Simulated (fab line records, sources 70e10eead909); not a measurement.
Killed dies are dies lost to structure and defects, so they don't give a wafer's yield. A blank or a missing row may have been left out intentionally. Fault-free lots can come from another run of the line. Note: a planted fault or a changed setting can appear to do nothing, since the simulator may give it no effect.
Comparing a struck lot with a sound one + flow nand harc + 15 steps out of a route of 1302
Sound: wafers L529.3, L529.4, L529.6. Wafers L541.1, L541.3, L541.5 were the ones struck. The cause is given at the end.
For every step that has rows: the tool of each side, followed by ch and its chambers, followed by its first start. Under that, the readings that differ: sound wafers + struck wafers + difference of the means + sigmas: that difference in standard deviations of wafers without a fault.
alike: a reading whose means differ by less than 2 such deviations, as well as words and numbers matching on both sides. not compared: withheld readings; readings where some wafer has no value; bounds like >300 that might hide an equal value; numbers whose values overlap and for which the record gives no deviation.
Wherever a step has rows on one side only, a row that says differs or no value, or a row with sigmas, the two part there. Non-overlapping numbers with no deviation appear without sigmas and do not part them. A reading missing from all wafers of one side parts the sides only when that side holds two or more wafers.

first, 6 steps without rows for these wafers: NHARC_A_CONTACT_COAT_02 (resist thk 90 nm); NHARC_A_CONTACT_SOFTBAKE_03 (time 55 s); NHARC_A_CONTACT_EBR_04; NHARC_A_CONTACT_EXPOSE_05 (exposes mask A CC); NHARC_A_CONTACT_PEB_06 (peb time 65 s); NHARC_A_CONTACT_DEVELOP_07 (develop time 35 s).
NHARC_A_CONTACT_CD_MEAS_08: the cd target is 200 nm.
  sound on cd sem-01 ch 0, day 22 01:32; struck on cd sem-02 ch 0, day 27 01:42
  alike: cd nm
NHARC_A_CONTACT_OVL_MEAS_09:
  sound: overlay-02 at day 22 01:38; struck: overlay-02 at day 27 01:47
  alike: overlay x nm, overlay y nm
NHARC_A_CONTACT_INSPECT_10:
  sound: defect inspect-01 at day 22 01:41; struck: defect inspect-02 at day 27 01:49
  alike: raw defect count
NHARC_A_CONTACT_DESCUM_13: chemistry O2, time 3 s.
  sound on rie diel-01 ch 0,1,2, day 22 01:45; struck on rie diel-06 ch 2,3, day 27 01:53
  alike: drypump motor current A, oes product au, rf vpp V, showerhead plenum p Torr, throttle valve pct
  not compared: rf hours counter h
NHARC_A_CONTACT_ETCH_88: etches the open film in CF4, target depth 39 nm, time 65 s.
  sound on rie diel-01 ch 0,2,3, day 22 01:50; struck on rie diel-06 ch 0,2,3, day 27 01:59
| reading               | sound             | struck            | difference | sigmas |
|-----------------------|-------------------|-------------------|------------|--------|
| oes product au (a.u.) | 1.036 1.015 1.017 | 0.992 1.006 0.988 | -0.027     | -2     |
  alike: bias w, cf4 flow sccm, drypump motor current A, rf vpp V, showerhead plenum p Torr, throttle valve pct
  not compared: rf hours counter h
NHARC_A_CONTACT_ETCH_89: etches the open film in N2/H2, target depth 260 nm, time 475.3 s.
  sound on rie diel-01 ch 0,2,3; struck on rie diel-06 ch 2,3
  alike: bias w, chamber pressure mTorr, drypump motor current A, oes product au, rf vpp V, showerhead plenum p Torr, throttle valve pct
  not compared: rf hours counter h
NHARC_A_CONTACT_ETCH_30: etches the open film in CF4/CHF3, target depth 72.6 nm, time 36.3 s.
  sound on rie diel-01 ch 0,1, day 22 02:16; struck on rie diel-06 ch 0,2,3, day 27 02:26
  no value came back on the struck wafers for any of 7 readings (bias w (W), cf4 flow sccm (sccm) and others); on the sound wafers bias w (W) reads 200.1 200.9 200.6
  not compared: rf hours counter h
NHARC_A_CONTACT_ETCH_31: etches the open film in O2/COS, target depth 2800 nm, time 728 s.
  sound on rie diel-01 ch 0,1; struck on rie diel-06 ch 0,2,3
  alike: bias w, chamber pressure mTorr, cos flow sccm, drypump motor current A, oes product au, rf vpp V, showerhead plenum p Torr, throttle valve pct
  not compared: rf hours counter h
-- jump in the record: it breaks off in module A_CONTACT and resumes in module END (first step shown: number 1302 of the route), and 2 days separate the struck wafers' starts before and after --
NHARC_END_SORT_01:
  here the record holds rows for the struck wafers (prober-02 ch 0, day 29 06:10) but none for the sound ones

== WHERE THEY PART ==
At NHARC_A_CONTACT_ETCH_88 first; at NHARC_END_SORT_01 last (within this record only).

WHY: what had been put in by the simulator
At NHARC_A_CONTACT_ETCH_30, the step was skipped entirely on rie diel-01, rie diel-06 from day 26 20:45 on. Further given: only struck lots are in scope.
